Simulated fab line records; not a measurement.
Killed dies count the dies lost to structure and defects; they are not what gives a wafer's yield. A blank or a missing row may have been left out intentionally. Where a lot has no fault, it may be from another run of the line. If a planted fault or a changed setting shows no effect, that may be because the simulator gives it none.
Which tool did it? || flow nand_harc || Sampling: 14 lots, 42 wafers, 6 of 1302 route steps

## WHAT THE GAUGES SHOWED, per wafer
NHARC_P_BONDPAD_INSPECT_23. Usual: raw_defect_count at 314, with a standard deviation of 120.
{"lot": "L441", "measured": "day 7 06:09", "on": "defect_inspect-01", "raw_defect_count": "228 342 259", "flag": ""}
{"lot": "L440", "measured": "day 7 06:56", "on": "defect_inspect-02", "raw_defect_count": "332 263 330", "flag": ""}
{"lot": "L442", "measured": "day 7 23:26", "on": "defect_inspect-02", "raw_defect_count": "182 241 229", "flag": ""}
{"lot": "L447", "measured": "day 9 12:58", "on": "defect_inspect-02", "raw_defect_count": "443 219 544", "flag": ""}
{"lot": "L450", "measured": "day 10 23:55", "on": "defect_inspect-02", "raw_defect_count": "330 393 898", "flag": ""}
{"lot": "L451", "measured": "day 11 07:05", "on": "defect_inspect-01", "raw_defect_count": "269 325 462", "flag": ""}
{"lot": "L452", "measured": "day 11 13:38", "on": "defect_inspect-01", "raw_defect_count": "272 350 299", "flag": ""}
{"lot": "L454", "measured": "day 12 20:05", "on": "defect_inspect-02", "raw_defect_count": "296 286 347", "flag": ""}
{"lot": "L456", "measured": "day 13 13:10", "on": "defect_inspect-02", "raw_defect_count": "252 138 184", "flag": ""}
{"lot": "L457", "measured": "day 13 17:42", "on": "defect_inspect-02", "raw_defect_count": "454 259 274", "flag": ""}
{"lot": "L460", "measured": "day 15 07:15", "on": "defect_inspect-01", "raw_defect_count": "213 233 252", "flag": ""}
{"lot": "L461", "measured": "day 15 12:02", "on": "defect_inspect-01", "raw_defect_count": "506 310 395", "flag": ""}
{"lot": "L462", "measured": "day 15 16:47", "on": "defect_inspect-01", "raw_defect_count": "288 305 394", "flag": ""}
{"lot": "L463", "measured": "day 16 07:29", "on": "defect_inspect-01", "raw_defect_count": "484 269 422", "flag": ""}

NHARC_A_ONON_D1_THK_MEAS_08: measures by ellipsometry. Usual: thk_nm at 1001 nm, with a standard deviation of 10.
{"lot": "L441", "measured": "day 8 11:13", "on": "film_metro-02", "thk_nm (nm)": "997 995 997", "flag": ""}
{"lot": "L440", "measured": "day 8 11:14", "on": "film_metro-01", "thk_nm (nm)": "1009 1009 1010", "flag": ""}
{"lot": "L442", "measured": "day 9 01:49", "on": "film_metro-01", "thk_nm (nm)": "1005 1005 1004", "flag": ""}
{"lot": "L447", "measured": "day 10 16:38", "on": "film_metro-01", "thk_nm (nm)": "994 994 995", "flag": ""}
{"lot": "L450", "measured": "day 12 00:33", "on": "film_metro-02", "thk_nm (nm)": "1009 1008 1009", "flag": ""}
{"lot": "L451", "measured": "day 12 08:49", "on": "film_metro-02", "thk_nm (nm)": "993 993 993", "flag": ""}
{"lot": "L452", "measured": "day 12 16:56", "on": "film_metro-02", "thk_nm (nm)": "1000 999 998", "flag": ""}
{"lot": "L454", "measured": "day 13 18:31", "on": "film_metro-02", "thk_nm (nm)": "999 1000 1000", "flag": ""}
{"lot": "L456", "measured": "day 14 14:08", "on": "film_metro-01", "thk_nm (nm)": "994 992 994", "flag": ""}
{"lot": "L457", "measured": "day 14 21:19", "on": "film_metro-01", "thk_nm (nm)": "995 994 995", "flag": ""}
{"lot": "L460", "measured": "day 16 08:12", "on": "film_metro-02", "thk_nm (nm)": "985 984 985", "flag": ""}
{"lot": "L461", "measured": "day 16 12:23", "on": "film_metro-01", "thk_nm (nm)": "999 1000 998", "flag": ""}
{"lot": "L462", "measured": "day 16 17:57", "on": "film_metro-01", "thk_nm (nm)": "1008 1007 1007", "flag": ""}
{"lot": "L463", "measured": "day 17 12:41", "on": "film_metro-01", "thk_nm (nm)": "989 991 991", "flag": ""}

NHARC_A_ONON_D1_THK_MEAS_11: measures by ellipsometry. Usual: thk_nm at 998 nm, with a standard deviation of 8.
{"lot": "L441", "measured": "day 8 11:48", "on": "film_metro-01", "thk_nm (nm)": "1009 1010 1010", "flag": ""}
{"lot": "L440", "measured": "day 8 11:47", "on": "film_metro-02", "thk_nm (nm)": "988 991 992", "flag": ""}
{"lot": "L442", "measured": "day 9 02:23", "on": "film_metro-01", "thk_nm (nm)": "991 991 991", "flag": ""}
{"lot": "L447", "measured": "day 10 17:12", "on": "film_metro-01", "thk_nm (nm)": "996 997 995", "flag": ""}
{"lot": "L450", "measured": "day 12 01:07", "on": "film_metro-01", "thk_nm (nm)": "1872 1872 1870", "flag": "OFF"}
{"lot": "L451", "measured": "day 12 09:23", "on": "film_metro-01", "thk_nm (nm)": "1865 1867 1867", "flag": "OFF"}
{"lot": "L452", "measured": "day 12 17:30", "on": "film_metro-01", "thk_nm (nm)": "1002 1002 1001", "flag": ""}
{"lot": "L454", "measured": "day 13 19:05", "on": "film_metro-02", "thk_nm (nm)": "1008 1004 1005", "flag": ""}
{"lot": "L456", "measured": "day 14 14:43", "on": "film_metro-02", "thk_nm (nm)": "988 989 990", "flag": ""}
{"lot": "L457", "measured": "day 14 21:53", "on": "film_metro-02", "thk_nm (nm)": "992 993 991", "flag": ""}
{"lot": "L460", "measured": "day 16 08:46", "on": "film_metro-02", "thk_nm (nm)": "999 999 1002", "flag": ""}
{"lot": "L461", "measured": "day 16 12:56", "on": "film_metro-02", "thk_nm (nm)": "992 993 993", "flag": ""}
{"lot": "L462", "measured": "day 16 18:31", "on": "film_metro-01", "thk_nm (nm)": "1000 1000 1002", "flag": ""}
{"lot": "L463", "measured": "day 17 13:16", "on": "film_metro-01", "thk_nm (nm)": "1010 1010 1010", "flag": ""}

NHARC_END_SORT_01. Usual: killed_at_array 59, standard deviation 17; killed_at_other 0.9, standard deviation 1.6; killed_at_periphery 3.7, standard deviation 2.3; killed_dies 64, standard deviation 17; killed_open 3.3, standard deviation 1.8; killed_short 2.4, standard deviation 1.6.
{"lot": "L450", "measured": "day 29 04:44", "on": "prober-01", "killed_at_array": "672 670 672", "killed_at_other": "0 0 0", "killed_at_periphery": "5 7 5", "killed_dies": "677 677 677", "killed_open": "4 3 3", "killed_short": "3 1 2", "flag": "OFF"}
{"lot": "L451", "measured": "day 29 05:31", "on": "prober-02", "killed_at_array": "676 673 675", "killed_at_other": "1 1 2", "killed_at_periphery": "0 3 0", "killed_dies": "677 677 677", "killed_open": "3 3 3", "killed_short": "2 5 8", "flag": "OFF"}
{"lot": "L462", "measured": "day 32 21:00", "on": "prober-02", "killed_at_array": "39 34 44", "killed_at_other": "1 1 0", "killed_at_periphery": "2 5 6", "killed_dies": "42 40 50", "killed_open": "1 3 1", "killed_short": "0 3 3", "flag": ""}

## EACH LOT AND THE TOOL THAT RAN IT (in order: tool; ch and the chambers of the sampled wafers; start)
{"lot": "L441", "NHARC_A_ONON_D1_DEP_09": "pecvd_onon-04 ch 0, day 8 11:17", "NHARC_A_ONON_D1_DEP_33": "pecvd-02 ch 1,2, day 8 22:47"}
{"lot": "L440", "NHARC_A_ONON_D1_DEP_09": "pecvd_onon-02 ch 0, day 8 11:24", "NHARC_A_ONON_D1_DEP_33": "pecvd-04 ch 1,2, day 8 22:47"}
{"lot": "L442", "NHARC_A_ONON_D1_DEP_09": "pecvd_onon-03 ch 0, day 9 01:52", "NHARC_A_ONON_D1_DEP_33": "pecvd-04 ch 0,1,2, day 9 13:02"}
{"lot": "L447", "NHARC_A_ONON_D1_DEP_09": "pecvd_onon-02 ch 0, day 10 16:41", "NHARC_A_ONON_D1_DEP_33": "pecvd-04 ch 0,1, day 11 03:52"}
{"lot": "L450", "NHARC_A_ONON_D1_DEP_09": "pecvd_onon-04 ch 0, day 12 00:36", "NHARC_A_ONON_D1_DEP_33": "pecvd-03 ch 0,1, day 12 11:49"}
{"lot": "L451", "NHARC_A_ONON_D1_DEP_09": "pecvd_onon-04 ch 0, day 12 08:56", "NHARC_A_ONON_D1_DEP_33": "pecvd-03 ch 0,1, day 12 20:07"}
{"lot": "L452", "NHARC_A_ONON_D1_DEP_09": "pecvd_onon-02 ch 0, day 12 16:59", "NHARC_A_ONON_D1_DEP_33": "pecvd-04 ch 0,1,2, day 13 04:29"}
{"lot": "L454", "NHARC_A_ONON_D1_DEP_09": "pecvd_onon-02 ch 0, day 13 18:41", "NHARC_A_ONON_D1_DEP_33": "pecvd-03 ch 0,1, day 14 09:21"}
{"lot": "L456", "NHARC_A_ONON_D1_DEP_09": "pecvd_onon-02 ch 0, day 14 14:19", "NHARC_A_ONON_D1_DEP_33": "pecvd-04 ch 0,1,2, day 15 01:29"}
{"lot": "L457", "NHARC_A_ONON_D1_DEP_09": "pecvd_onon-03 ch 0, day 14 21:23", "NHARC_A_ONON_D1_DEP_33": "pecvd-03 ch 0,1,2, day 15 09:20"}
{"lot": "L460", "NHARC_A_ONON_D1_DEP_09": "pecvd_onon-03 ch 0, day 16 08:16", "NHARC_A_ONON_D1_DEP_33": "pecvd-04 ch 0,1, day 16 21:22"}
{"lot": "L461", "NHARC_A_ONON_D1_DEP_09": "pecvd_onon-04 ch 0, day 16 12:26", "NHARC_A_ONON_D1_DEP_33": "pecvd-03 ch 1,2, day 16 21:37"}
{"lot": "L462", "NHARC_A_ONON_D1_DEP_09": "pecvd_onon-04 ch 0, day 16 18:01", "NHARC_A_ONON_D1_DEP_33": "pecvd-02 ch 0,1,2, day 17 05:44"}
{"lot": "L463", "NHARC_A_ONON_D1_DEP_09": "pecvd_onon-02 ch 0, day 17 12:45", "NHARC_A_ONON_D1_DEP_33": "pecvd-03 ch 0,2, day 18 00:04"}
- NHARC_A_ONON_D1_DEP_09: target thk 1000 nm.
- NHARC_A_ONON_D1_DEP_33: deposits SiO2, target thk 200 nm.

## WHAT THE TOOLS THEMSELVES READ (means of the sampled wafers that have a number; where no wafer has one, the mark that the record gives instead)
NHARC_A_ONON_D1_DEP_33. Usual: heater_power_w 573 W, standard deviation 67; throttle_valve_pct 15.9 %, standard deviation 0.48.
{"lot": "L441", "tool": "pecvd-02", "heater_power_w (W)": 547, "throttle_valve_pct (%)": 15.9, "flag": ""}
{"lot": "L440", "tool": "pecvd-04", "heater_power_w (W)": 518, "throttle_valve_pct (%)": 15.3, "flag": ""}
{"lot": "L442", "tool": "pecvd-04", "heater_power_w (W)": 575, "throttle_valve_pct (%)": 15.8, "flag": ""}
{"lot": "L447", "tool": "pecvd-04", "heater_power_w (W)": 518, "throttle_valve_pct (%)": 15.4, "flag": ""}
{"lot": "L450", "tool": "pecvd-03", "heater_power_w (W)": 621, "throttle_valve_pct (%)": 16.5, "flag": ""}
{"lot": "L451", "tool": "pecvd-03", "heater_power_w (W)": 624, "throttle_valve_pct (%)": 16.5, "flag": ""}
{"lot": "L452", "tool": "pecvd-04", "heater_power_w (W)": 567, "throttle_valve_pct (%)": 15.5, "flag": ""}
{"lot": "L454", "tool": "pecvd-03", "heater_power_w (W)": 605, "throttle_valve_pct (%)": 16.7, "flag": ""}
{"lot": "L456", "tool": "pecvd-04", "heater_power_w (W)": 561, "throttle_valve_pct (%)": 15.5, "flag": ""}
{"lot": "L457", "tool": "pecvd-03", "heater_power_w (W)": 609, "throttle_valve_pct (%)": 16.3, "flag": ""}
{"lot": "L460", "tool": "pecvd-04", "heater_power_w (W)": 578, "throttle_valve_pct (%)": 15.4, "flag": ""}
{"lot": "L461", "tool": "pecvd-03", "heater_power_w (W)": 603, "throttle_valve_pct (%)": 16.1, "flag": ""}
{"lot": "L462", "tool": "pecvd-02", "heater_power_w (W)": 572, "throttle_valve_pct (%)": 15.8, "flag": ""}
{"lot": "L463", "tool": "pecvd-03", "heater_power_w (W)": 571, "throttle_valve_pct (%)": 15.7, "flag": ""}

## THE ANSWER, worked out from the rows above alone
Rule: a lot is off if the mean of its wafers that have a number lies more than 3 standard deviations from the usual mean. A lot without any number at a reading at which 4 lots or more have one is off too. All remaining lots with rows at the step are treated as sound. Order of review: gauges by route order, followed by the tools' own readings, for which a lot's mean as printed above is used. At the first step where some lot is off, the reading lying furthest off is the one used; lots without a number count as furthest.
Off: L450, L451 (NHARC_A_ONON_D1_THK_MEAS_11, thk_nm).
A tool fits if, at a process step before that reading, it ran every lot that is off, and no sound lot after the first of them. The gauges at NHARC_A_ONON_D1_THK_MEAS_11 aren't tried: what is off there is off at NHARC_END_SORT_01 too, on other tools, and a gauge's error can't cause that. Not one of the candidates tried fits.

## WHAT HAD BEEN PUT IN BY THE SIMULATOR
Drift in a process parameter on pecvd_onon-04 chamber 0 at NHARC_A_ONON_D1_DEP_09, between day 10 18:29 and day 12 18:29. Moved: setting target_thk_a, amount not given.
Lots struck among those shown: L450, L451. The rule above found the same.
